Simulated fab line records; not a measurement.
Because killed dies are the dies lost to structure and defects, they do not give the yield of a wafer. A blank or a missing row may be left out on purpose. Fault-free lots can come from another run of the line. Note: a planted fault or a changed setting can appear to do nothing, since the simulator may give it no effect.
fab line records | flow n5Finfet | part 1 of 2: steps 1 to 3 of 6
record: lots: 23 | wafers: 69 | lastDay: 17
route steps=1938 shown HKMG_FIN@407 GATE_CUT@473
lots that met no fault: from a run of the same line without faults
startH: hours from the record's opening day to when the first of the lot's shown wafers began | waitH: hours from the lot's prior step to this one | " as in the row above | L1.1+2: a single row standing in for several wafers | - value missing, or start not given | * or withheld: withheld | < > ~ a bound
route shown NAME@n: a module of which the file shows steps, and the number in the route of the first | usual: mean/standard deviation taken from wafers without a fault | same: alike in all rows | chamber/n: place in a boat | sites: per-site readings | _std_site: their standard deviation | _edge_site: mean of outer sites minus mean of inner sites | radiusMm: for every site, how far away it sits from the centre of the wafer | mask NAME#n: copy n | behind: tool/chamber where the wafer was last shaped | hold: what put the lot on hold/how long, in hours/how the hold closed | device: names the non-switching transistor (n, p or np) | end of line: tests run on the same wafers once the route is complete | a step without rows: its recipe alone | killed: dies that structure and defects cost at the first sort, which is not the same as the wafer's yield | map: shows each die of a wafer: x if killed, . if not, _ if none is there
set.NAME: the run value of the setting; set.NAME@STEP: its run value at that earlier step | model.NAME: the simulator's own value behind a step, which no gauge read
steps of the route over a sample of lots; a table a step, a row a wafer
services: from which hour (startH, from the record's first day; less than 0 if before it) a tool's chamber was out of use, for how many hours, and why
== steps ==
step: N5_HKMG_FIN_STRIP_93
recipe: chemistry: N2/H2 | material: SOC | timeS: 20 | powerW: 500 | tempC: 40 | pressureMtorr: 50 | rfFrequencyHz: 6e+07 | biasPowerW: 8 | h2Frac: 0.5 | n2FlowSccm: 300 | h2FlowSccm: 300
usual: drypumpMotorCurrentA: 5.8/0.46 | h2FlowSccm: 300.0/0.95 | oesProductAu: 0.79/0.058 | rfVppV: 54.3/0.84 | showerheadPlenumPTorr: 3.41/0.073 | throttleValvePct: 19.1/0.33
lot.wafer | tool       | chamber | startH | waitH | drypumpMotorCurrentA | h2FlowSccm | oesProductAu | rfHoursCounterH | rfVppV | showerheadPlenumPTorr | throttleValvePct
L074.3    | rieDiel-06 | 1       | 72.07  | 0.2   | 5.7                  | 300.8      | 0.73         | 167             | 54.9   | 3.48                  | 18.6
L074.5    | "          | 1       | "      | "     | 5.7                  | 300.4      | 0.73         | -               | 54.1   | 3.48                  | 18.6
L074.6    | "          | 2       | "      | "     | 5.5                  | 300.5      | 0.83         | -               | 54.2   | 3.40                  | 18.8
L076.3    | rieDiel-05 | 2       | 93.05  | 0.2   | 4.9                  | 300.8      | 0.76         | 155             | 53.3   | 3.50                  | 18.9
L076.4    | "          | 1       | "      | "     | 6.2                  | 299.2      | 0.88         | 50              | 53.9   | 3.41                  | 19.4
L076.6    | "          | 0       | "      | "     | 5.5                  | 300.2      | 0.82         | -               | 54.0   | 3.38                  | 18.7
L077.2    | rieDiel-06 | 1       | 97.46  | 0.2   | 5.7                  | 299.5      | 0.72         | 176             | 56.2   | 3.47                  | 18.6
L077.5    | "          | 1       | "      | "     | 5.7                  | 301.0      | 0.73         | -               | 53.8   | 3.47                  | 18.6
L077.6    | "          | 0       | "      | "     | 6.4                  | 302.0      | 0.73         | -               | 52.7   | 3.34                  | 19.7
L078.1    | rieDiel-06 | 3       | 103.25 | 0.2   | 5.7                  | 299.8      | 0.86         | 61              | 55.1   | 3.40                  | 19.1
L078.3    | "          | 1       | "      | "     | 5.7                  | 298.4      | 0.73         | 178             | 53.1   | 3.47                  | 18.6
L078.6    | "          | 1       | "      | "     | 5.7                  | 300.4      | 0.72         | -               | 54.3   | 3.47                  | 18.6
L079.1    | rieDiel-06 | 2       | 106.32 | 0.2   | 5.5                  | 301.1      | 0.81         | 87              | 55.3   | 3.40                  | 18.9
L079.3    | "          | 1       | "      | "     | 5.7                  | 298.4      | 0.73         | 180             | 54.1   | 3.47                  | 18.6
L079.5    | "          | 2       | "      | "     | 5.5                  | 302.6      | 0.82         | -               | 55.4   | 3.40                  | 18.9
L080.1    | rieDiel-05 | 2       | 109.30 | 0.2   | 4.9                  | 300.5      | 0.74         | 161             | 55.8   | 3.50                  | 18.9
L080.2    | "          | 0       | "      | "     | 5.5                  | 300.6      | 0.81         | 93              | 55.2   | 3.37                  | 18.7
L080.4    | "          | 1       | "      | "     | 6.2                  | 299.5      | 0.86         | 56              | 54.4   | 3.41                  | 19.4
L081.2    | rieDiel-05 | 2       | 117.61 | 0.2   | 4.9                  | 299.2      | 0.75         | 164             | 54.9   | 3.50                  | 18.9
L081.5    | "          | 0       | "      | "     | 5.5                  | 301.6      | 0.81         | -               | 53.7   | 3.37                  | 18.8
L081.6    | "          | 1       | "      | "     | 6.2                  | 302.2      | 0.86         | -               | 54.4   | 3.40                  | 19.4
L082.1    | rieDiel-06 | 2       | 121.40 | 0.2   | 5.5                  | 298.9      | 0.81         | 93              | 52.6   | 3.40                  | 18.9
L082.2    | "          | 1       | "      | "     | 5.7                  | 298.7      | 0.72         | 184             | 55.0   | 3.47                  | 18.6
L082.3    | "          | 0       | "      | "     | 6.4                  | 300.7      | 0.72         | 178             | 55.1   | 3.33                  | 19.7
L083.3    | rieDiel-05 | 2       | 125.79 | 0.2   | 4.9                  | 300.8      | 0.74         | 167             | 56.2   | 3.49                  | 18.9
L083.4    | "          | 0       | "      | "     | 5.5                  | 300.2      | 0.80         | 98              | 53.9   | 3.37                  | 18.8
L083.5    | "          | 2       | "      | "     | 4.9                  | 300.2      | 0.74         | -               | 54.8   | 3.49                  | 18.9
L084.3    | rieDiel-06 | 1       | 134.60 | 0.2   | 5.7                  | 298.9      | 0.71         | 189             | 55.4   | 3.46                  | 18.7
L084.4    | "          | 0       | "      | "     | 6.4                  | 298.9      | 0.72         | 183             | 53.7   | 3.33                  | 19.7
L084.6    | "          | 3       | "      | "     | 5.7                  | 300.6      | 0.85         | -               | 52.5   | 3.39                  | 19.1
L085.2    | rieDiel-06 | 2       | 146.98 | 0.2   | 5.5                  | 300.1      | 0.80         | 103             | 53.5   | 3.39                  | 18.9
L085.4    | "          | 0       | "      | "     | 6.4                  | 300.4      | 0.72         | 187             | 53.9   | 3.33                  | 19.7
L085.5    | "          | 2       | "      | "     | 5.5                  | 300.0      | 0.80         | -               | 53.4   | 3.39                  | 18.9
L086.2    | rieDiel-05 | 0       | 148.13 | 0.2   | 5.5                  | 301.3      | 0.80         | 105             | 54.6   | 3.37                  | 18.8
L086.3    | "          | 1       | "      | "     | 6.2                  | 300.8      | 0.85         | 69              | 55.2   | 3.40                  | 19.4
L086.5    | "          | 3       | "      | "     | 5.5                  | 298.5      | 0.84         | -               | 55.0   | 3.52                  | 18.9
L087.3    | rieDiel-05 | 2       | 153.99 | 0.2   | 4.9                  | 298.4      | 0.74         | 177             | 54.3   | 3.49                  | 18.9
L087.4    | "          | 1       | "      | "     | 6.2                  | 299.0      | 0.85         | 72              | 53.3   | 3.40                  | 19.4
L087.5    | "          | 2       | "      | "     | 4.9                  | 299.3      | 0.74         | -               | 53.4   | 3.49                  | 18.9
L088.1    | rieDiel-05 | 1       | 161.48 | 0.2   | 6.2                  | 300.1      | 0.84         | 75              | 54.4   | 3.39                  | 19.4
L088.3    | "          | 0       | "      | "     | 5.5                  | 299.9      | 0.79         | 110             | 53.0   | 3.36                  | 18.8
L088.5    | "          | 3       | "      | "     | 5.5                  | 299.2      | 0.83         | -               | 54.0   | 3.52                  | 18.9
L089.1    | rieDiel-06 | 2       | 162.57 | 0.2   | 5.5                  | 298.0      | 0.79         | 109             | 54.0   | 3.39                  | 18.9
L089.5    | "          | 2       | "      | "     | 5.5                  | 298.4      | 0.79         | -               | 53.5   | 3.39                  | 18.9
L089.6    | "          | 0       | "      | "     | 6.4                  | 299.9      | 0.72         | -               | 55.1   | 3.33                  | 19.8
L090.2    | rieDiel-02 | 3       | 174.70 | 0.2   | 5.9                  | 300.6      | 0.78         | 117             | 53.4   | 3.38                  | 19.5
L090.5    | "          | 2       | "      | "     | 5.1                  | 300.7      | 0.73         | -               | 53.7   | 3.33                  | 19.2
L090.6    | "          | 1       | "      | "     | 6.3                  | 300.4      | 0.70         | -               | 54.5   | 3.33                  | 18.9
L091.1    | rieDiel-02 | 3       | 178.94 | 0.2   | 5.9                  | 300.5      | 0.78         | 118             | 54.8   | 3.38                  | 19.5
L091.2    | "          | 1       | "      | "     | 6.3                  | 299.9      | 0.71         | 222             | 55.2   | 3.33                  | 18.9
L091.6    | "          | 0       | "      | "     | 6.6                  | 300.8      | 0.88         | -               | 53.3   | 3.57                  | 19.2
L092.1    | rieDiel-02 | 3       | 186.14 | 0.2   | 5.9                  | 300.3      | 0.79         | 122             | 54.2   | 3.37                  | 19.5
L092.3    | "          | 2       | "      | "     | 5.1                  | 301.4      | 0.72         | 191             | 55.1   | 3.33                  | 19.2
L092.4    | "          | 0       | "      | "     | 6.5                  | 299.9      | 0.87         | 56              | 55.9   | 3.57                  | 19.2
L093.2    | rieDiel-06 | 2       | 190.31 | 0.2   | 5.5                  | 298.4      | 0.79         | 120             | 54.2   | 3.38                  | 18.9
L093.4    | "          | 3       | "      | "     | 5.7                  | 299.3      | 0.82         | 95              | 55.5   | 3.38                  | 19.2
L093.5    | "          | 0       | "      | "     | 6.4                  | 299.6      | 0.70         | -               | 53.5   | 3.32                  | 19.8
L094.1    | rieDiel-06 | 3       | 196.51 | 0.2   | 5.7                  | 300.5      | 0.82         | 98              | 53.5   | 3.38                  | 19.2
L094.2    | "          | 2       | "      | "     | 5.5                  | 300.3      | 0.78         | 123             | 54.3   | 3.38                  | 18.9
L094.3    | "          | 1       | "      | "     | 5.7                  | 299.8      | 0.70         | 210             | 54.3   | 3.45                  | 18.7
L095.2    | rieDiel-05 | 3       | 199.08 | 0.2   | 5.5                  | 300.5      | 0.81         | 99              | 55.1   | 3.51                  | 18.9
L095.3    | "          | 1       | "      | "     | 6.2                  | 301.4      | 0.81         | 93              | 54.9   | 3.38                  | 19.4
L095.5    | "          | 3       | "      | "     | 5.5                  | 299.5      | 0.82         | -               | 53.4   | 3.51                  | 18.9
L096.2    | rieDiel-02 | 1       | 206.95 | 0.2   | 6.3                  | 299.6      | 0.70         | 232             | 53.8   | 3.33                  | 18.9
L096.4    | "          | 3       | "      | "     | 5.9                  | 299.7      | 0.77         | 129             | 54.2   | 3.37                  | 19.5
L096.5    | "          | 3       | "      | "     | 5.9                  | 301.2      | 0.77         | -               | 54.5   | 3.37                  | 19.5
L097.1    | rieDiel-02 | 3       | 209.53 | 0.2   | 5.9                  | 299.2      | 0.77         | 130             | 54.0   | 3.37                  | 19.5
L097.3    | "          | 1       | "      | "     | 6.3                  | 301.3      | 0.71         | 233             | 54.8   | 3.33                  | 18.9
L097.5    | "          | 1       | "      | "     | 6.3                  | 300.6      | 0.70         | -               | 53.9   | 3.33                  | 18.9
step: N5_HKMG_FIN_INSPECT_14
recipe: mode: adi | inspectInstrument: macro
usual: rawDefectCount: 2.1/1.6
lot.wafer | tool             | chamber | startH | waitH | rawDefectCount
L074.3    | defectInspect-02 | -       | 74.69  | 0.0   | 2
L074.5    | "                | -       | "      | "     | 2
L074.6    | "                | -       | "      | "     | 1
L076.3    | defectInspect-01 | -       | 95.53  | 0.0   | 1
L076.4    | "                | -       | "      | "     | 3
L076.6    | "                | -       | "      | "     | 2
L077.2    | defectInspect-02 | -       | 100.12 | 0.0   | 0
L077.5    | "                | -       | "      | "     | 2
L077.6    | "                | -       | "      | "     | 0
L078.1    | defectInspect-01 | -       | 105.75 | 0.0   | 5
L078.3    | "                | -       | "      | "     | 3
L078.6    | "                | -       | "      | "     | 1
L079.1    | defectInspect-01 | -       | 109.09 | 0.0   | 1
L079.3    | "                | -       | "      | "     | 5
L079.5    | "                | -       | "      | "     | 2
L080.1    | defectInspect-02 | -       | 111.82 | 0.0   | 5
L080.2    | "                | -       | "      | "     | 4
L080.4    | "                | -       | "      | "     | 2
L081.2    | defectInspect-02 | -       | 120.09 | 0.0   | 2
L081.5    | "                | -       | "      | "     | 0
L081.6    | "                | -       | "      | "     | 1
L082.1    | defectInspect-01 | -       | 123.88 | 0.0   | 3
L082.2    | "                | -       | "      | "     | 1
L082.3    | "                | -       | "      | "     | 0
L083.3    | defectInspect-01 | -       | 128.39 | 0.0   | 2
L083.4    | "                | -       | "      | "     | 0
L083.5    | "                | -       | "      | "     | 0
L084.3    | defectInspect-02 | -       | 137.12 | 0.0   | 6
L084.4    | "                | -       | "      | "     | 4
L084.6    | "                | -       | "      | "     | 1
L085.2    | defectInspect-02 | -       | 149.81 | 0.0   | 0
L085.4    | "                | -       | "      | "     | 1
L085.5    | "                | -       | "      | "     | 2
L086.2    | defectInspect-02 | -       | 150.64 | 0.0   | 0
L086.3    | "                | -       | "      | "     | 2
L086.5    | "                | -       | "      | "     | 3
L087.3    | defectInspect-01 | -       | 156.63 | 0.0   | 2
L087.4    | "                | -       | "      | "     | 2
L087.5    | "                | -       | "      | "     | 2
L088.1    | defectInspect-02 | -       | 163.97 | 0.0   | 2
L088.3    | "                | -       | "      | "     | 3
L088.5    | "                | -       | "      | "     | 3
L089.1    | defectInspect-02 | -       | 165.19 | 0.0   | 2
L089.5    | "                | -       | "      | "     | 3
L089.6    | "                | -       | "      | "     | 4
L090.2    | defectInspect-02 | -       | 177.21 | 0.0   | 4
L090.5    | "                | -       | "      | "     | 3
L090.6    | "                | -       | "      | "     | 3
L091.1    | defectInspect-01 | -       | 181.57 | 0.0   | 0
L091.2    | "                | -       | "      | "     | 1
L091.6    | "                | -       | "      | "     | 0
L092.1    | defectInspect-02 | -       | 188.63 | 0.0   | 1
L092.3    | "                | -       | "      | "     | 3
L092.4    | "                | -       | "      | "     | 2
L093.2    | defectInspect-02 | -       | 193.12 | 0.0   | 3
L093.4    | "                | -       | "      | "     | 0
L093.5    | "                | -       | "      | "     | 10
L094.1    | defectInspect-01 | -       | 199.07 | 0.0   | 2
L094.2    | "                | -       | "      | "     | 1
L094.3    | "                | -       | "      | "     | 2
L095.2    | defectInspect-01 | -       | 201.57 | 0.0   | 1
L095.3    | "                | -       | "      | "     | 1
L095.5    | "                | -       | "      | "     | 2
L096.2    | defectInspect-02 | -       | 209.44 | 0.0   | 1
L096.4    | "                | -       | "      | "     | 0
L096.5    | "                | -       | "      | "     | 2
L097.1    | defectInspect-01 | -       | 212.21 | 0.0   | 4
L097.3    | "                | -       | "      | "     | 1
L097.5    | "                | -       | "      | "     | 1
step: N5_HKMG_FIN_DESCUM_17
recipe: chemistry: O2 | timeS: 7.9 | sourcePowerW: 50 | biasPowerW: 20 | pressureMtorr: 20 | rfFrequencyHz: 2.712e+07 | tempC: 40 | resist: CAR-ArF | o2FlowSccm: 225
usual: drypumpMotorCurrentA: 5.8/0.47 | oesProductAu: 0.78/0.061 | rfVppV: 243.7/1.2 | showerheadPlenumPTorr: 2.13/0.048 | throttleValvePct: 20.53/0.25
lot.wafer | tool       | chamber | startH | waitH | drypumpMotorCurrentA | oesProductAu | rfHoursCounterH | rfVppV | showerheadPlenumPTorr | throttleValvePct
L074.3    | rieDiel-06 | 2       | 74.72  | 0.0   | 5.5                  | 0.82         | 77              | 244.0  | 2.11                  | 20.20
L074.5    | "          | 1       | "      | "     | 5.7                  | 0.72         | -               | 244.3  | 2.18                  | 20.56
L074.6    | "          | 0       | "      | "     | 6.4                  | 0.73         | -               | 242.9  | 2.10                  | 20.83
L076.3    | rieDiel-02 | 2       | 96.32  | 0.8   | 5.1                  | 0.74         | 166             | 242.8  | 2.10                  | 20.95
L076.4    | "          | 0       | "      | "     | 6.5                  | 0.91         | 32              | 246.0  | 2.21                  | 20.29
L076.6    | "          | 3       | "      | "     | 5.9                  | 0.78         | -               | 244.6  | 2.11                  | 20.72
L077.2    | rieDiel-05 | 1       | 100.15 | 0.0   | 6.2                  | 0.88         | 52              | 243.6  | 2.13                  | 20.57
L077.5    | "          | 1       | "      | "     | 6.2                  | 0.88         | -               | 243.9  | 2.13                  | 20.58
L077.6    | "          | 0       | "      | "     | 5.5                  | 0.82         | -               | 243.6  | 2.12                  | 20.67
L078.1    | rieDiel-05 | 2       | 106.25 | 0.5   | 4.9                  | 0.77         | 160             | 244.5  | 2.18                  | 20.12
L078.3    | "          | 0       | "      | "     | 5.5                  | 0.81         | 91              | 243.5  | 2.12                  | 20.67
L078.6    | "          | 2       | "      | "     | 4.9                  | 0.76         | -               | 245.4  | 2.18                  | 20.12
L079.1    | rieDiel-02 | 0       | 109.38 | 0.3   | 6.5                  | 0.89         | 36              | 243.7  | 2.21                  | 20.30
L079.3    | "          | 2       | "      | "     | 5.1                  | 0.74         | 170             | 244.3  | 2.10                  | 20.96
L079.5    | "          | 2       | "      | "     | 5.1                  | 0.73         | -               | 245.3  | 2.10                  | 20.95
L080.1    | rieDiel-05 | 3       | 111.99 | 0.2   | 5.5                  | 0.85         | 66              | 244.0  | 2.24                  | 20.35
L080.2    | "          | 2       | "      | "     | 4.9                  | 0.76         | 163             | 243.8  | 2.18                  | 20.13
L080.4    | "          | 1       | "      | "     | 6.2                  | 0.87         | 58              | 243.0  | 2.13                  | 20.58
L081.2    | rieDiel-06 | 1       | 120.13 | 0.0   | 5.7                  | 0.70         | 183             | 244.9  | 2.18                  | 20.60
L081.5    | "          | 0       | "      | "     | 6.4                  | 0.72         | -               | 241.7  | 2.09                  | 20.84
L081.6    | "          | 3       | "      | "     | 5.7                  | 0.85         | -               | 244.2  | 2.13                  | 20.59
L082.1    | rieDiel-06 | 1       | 123.92 | 0.0   | 5.7                  | 0.71         | 185             | 244.0  | 2.18                  | 20.60
L082.2    | "          | 3       | "      | "     | 5.7                  | 0.85         | 68              | 244.4  | 2.13                  | 20.60
L082.3    | "          | 2       | "      | "     | 5.5                  | 0.80         | 94              | 241.6  | 2.10                  | 20.22
L083.3    | rieDiel-06 | 0       | 128.43 | 0.0   | 6.4                  | 0.72         | 181             | 243.7  | 2.09                  | 20.85
L083.4    | "          | 1       | "      | "     | 5.7                  | 0.70         | 187             | 243.4  | 2.18                  | 20.58
L083.5    | "          | 1       | "      | "     | 5.7                  | 0.70         | -               | 246.0  | 2.18                  | 20.60
L084.3    | rieDiel-02 | 2       | 137.16 | 0.0   | 5.1                  | 0.73         | 179             | 242.4  | 2.10                  | 20.95
L084.4    | "          | 3       | "      | "     | 5.9                  | 0.78         | 109             | 244.9  | 2.11                  | 20.73
L084.6    | "          | 3       | "      | "     | 5.9                  | 0.78         | -               | 242.8  | 2.11                  | 20.73
L085.2    | rieDiel-05 | 0       | 149.84 | 0.0   | 5.5                  | 0.81         | 106             | 243.0  | 2.11                  | 20.69
L085.4    | "          | 3       | "      | "     | 5.5                  | 0.84         | 78              | 246.5  | 2.23                  | 20.38
L085.5    | "          | 2       | "      | "     | 4.9                  | 0.74         | -               | 244.4  | 2.18                  | 20.15
L086.2    | rieDiel-05 | 3       | 151.07 | 0.4   | 5.5                  | 0.84         | 79              | 244.3  | 2.23                  | 20.36
L086.3    | "          | 0       | "      | "     | 5.5                  | 0.80         | 106             | 243.5  | 2.11                  | 20.69
L086.5    | "          | 1       | "      | "     | 6.2                  | 0.85         | -               | 244.5  | 2.13                  | 20.60
L087.3    | rieDiel-05 | 1       | 156.66 | 0.0   | 6.2                  | 0.85         | 73              | 242.5  | 2.13                  | 20.61
L087.4    | "          | 3       | "      | "     | 5.5                  | 0.83         | 81              | 245.7  | 2.23                  | 20.39
L087.5    | "          | 1       | "      | "     | 6.2                  | 0.85         | -               | 243.8  | 2.13                  | 20.61
L088.1    | rieDiel-06 | 3       | 164.31 | 0.3   | 5.7                  | 0.84         | 84              | 243.2  | 2.12                  | 20.60
L088.3    | "          | 2       | "      | "     | 5.5                  | 0.79         | 110             | 244.2  | 2.09                  | 20.26
L088.5    | "          | 3       | "      | "     | 5.7                  | 0.84         | -               | 243.3  | 2.12                  | 20.60
L089.1    | rieDiel-06 | 0       | 166.00 | 0.8   | 6.4                  | 0.71         | 196             | 241.5  | 2.09                  | 20.87
L089.5    | "          | 3       | "      | "     | 5.7                  | 0.83         | -               | 241.9  | 2.12                  | 20.61
L089.6    | "          | 2       | "      | "     | 5.5                  | 0.78         | -               | 243.7  | 2.09                  | 20.26
L090.2    | rieDiel-06 | 1       | 177.24 | 0.0   | 5.7                  | 0.69         | 203             | 244.8  | 2.17                  | 20.62
L090.5    | "          | 0       | "      | "     | 6.4                  | 0.71         | -               | 243.0  | 2.08                  | 20.87
L090.6    | "          | 3       | "      | "     | 5.7                  | 0.83         | -               | 241.9  | 2.12                  | 20.62
L091.1    | rieDiel-02 | 3       | 182.19 | 0.6   | 5.9                  | 0.76         | 120             | 244.4  | 2.11                  | 20.75
L091.2    | "          | 2       | "      | "     | 5.1                  | 0.72         | 189             | 243.1  | 2.10                  | 20.99
L091.6    | "          | 0       | "      | "     | 6.6                  | 0.87         | -               | 244.6  | 2.20                  | 20.34
L092.1    | rieDiel-02 | 2       | 188.67 | 0.0   | 5.1                  | 0.72         | 191             | 244.8  | 2.10                  | 20.96
L092.3    | "          | 1       | "      | "     | 6.3                  | 0.70         | 225             | 242.2  | 2.05                  | 20.18
L092.4    | "          | 0       | "      | "     | 6.5                  | 0.87         | 56              | 245.3  | 2.20                  | 20.36
L093.2    | rieDiel-06 | 0       | 193.15 | 0.0   | 6.4                  | 0.69         | 206             | 242.6  | 2.08                  | 20.89
L093.4    | "          | 3       | "      | "     | 5.7                  | 0.81         | 96              | 241.7  | 2.12                  | 20.64
L093.5    | "          | 3       | "      | "     | 5.7                  | 0.81         | -               | 243.9  | 2.12                  | 20.61
L094.1    | rieDiel-06 | 0       | 199.10 | 0.0   | 6.4                  | 0.70         | 210             | 242.8  | 2.08                  | 20.89
L094.2    | "          | 3       | "      | "     | 5.7                  | 0.82         | 99              | 243.6  | 2.12                  | 20.65
L094.3    | "          | 2       | "      | "     | 5.5                  | 0.78         | 124             | 243.7  | 2.09                  | 20.27
L095.2    | rieDiel-05 | 2       | 201.66 | 0.1   | 4.9                  | 0.73         | 194             | 244.2  | 2.17                  | 20.16
L095.3    | "          | 3       | "      | "     | 5.5                  | 0.81         | 100             | 246.2  | 2.22                  | 20.43
L095.5    | "          | 3       | "      | "     | 5.5                  | 0.80         | -               | 244.9  | 2.22                  | 20.40
L096.2    | rieDiel-06 | 2       | 209.49 | 0.1   | 5.5                  | 0.77         | 128             | 243.7  | 2.09                  | 20.27
L096.4    | "          | 3       | "      | "     | 5.7                  | 0.81         | 103             | 244.9  | 2.12                  | 20.64
L096.5    | "          | 0       | "      | "     | 6.4                  | 0.69         | -               | 243.5  | 2.08                  | 20.89
L097.1    | rieDiel-05 | 3       | 212.25 | 0.0   | 5.5                  | 0.82         | 104             | 245.0  | 2.22                  | 20.40
L097.3    | "          | 1       | "      | "     | 6.2                  | 0.82         | 97              | 243.2  | 2.12                  | 20.62
L097.5    | "          | 0       | "      | "     | 5.5                  | 0.77         | -               | 242.4  | 2.10                  | 20.74
